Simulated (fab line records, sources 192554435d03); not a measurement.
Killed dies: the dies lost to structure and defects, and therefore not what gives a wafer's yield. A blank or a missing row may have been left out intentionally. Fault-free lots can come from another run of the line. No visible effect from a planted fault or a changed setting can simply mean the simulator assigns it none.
Chamber matching + flow n5-finfet + N5_BEOL_M7_ALD_77 on ald-metal-01: 4 sister chambers
The step deposits TaN, target thk 2 nm, pulse time 2 s, purge time 3 s. 8 wafers are shown with their chamber, then 8 later ones without.

## WAFERS, EACH WITH ITS CHAMBER
| wafer  | chamber | heater-power-outer-w (W) | heater-power-w (W) |
|--------|---------|--------------------------|--------------------|
| L078.3 | 0       | 183                      | 347                |
| L078.4 | 2       | 244                      | 408                |
| L085.4 | 3       | 230                      | 427                |
| L085.5 | 1       | 220                      | 419                |
| L087.3 | 2       | 246                      | 415                |
| L087.4 | 3       | 232                      | 425                |
| L087.6 | 0       | 186                      | 349                |
| L089.1 | 1       | 220                      | 413                |

## WAFERS WITH NO CHAMBER GIVEN
| wafer  | heater-power-outer-w (W) | heater-power-w (W) |
|--------|--------------------------|--------------------|
| L089.2 | 253                      | 418                |
| L089.4 | 186                      | 347                |
| L092.3 | 251                      | 424                |
| L092.5 | 248                      | 427                |
| L092.6 | 215                      | 418                |
| L095.2 | 254                      | 429                |
| L095.4 | 179                      | 358                |
| L095.6 | 221                      | 417                |

## WHICH CHAMBER EACH WENT THROUGH
| wafer  | from the rows above | in truth |
|--------|---------------------|----------|
| L089.2 | 2                   | 2        |
| L089.4 | 0                   | 0        |
| L092.3 | 2                   | 2        |
| L092.5 | 2                   | 2        |
| L092.6 | 1                   | 1        |
| L095.2 | 2                   | 2        |
| L095.4 | 0                   | 0        |
| L095.6 | 1                   | 1        |
Correctly placed: 8 of 8. Can't be placed from these rows: 0. Placed wrongly: 0.
How it was worked out, from the rows above alone: a wafer's distance from a chamber is the root of the sum, over the readings, of the square of ((its reading less the chamber's mean) divided by the reading's scatter). The wafer belongs to the nearest chamber; if the next one is less than 2 further off, it can't be placed. Each chamber's mean is taken over the wafers shown for it. The scatter is the square root of a quotient: the sum, over the shown wafers, of each reading's squared deviation from its chamber's mean, divided by wafers minus chambers.
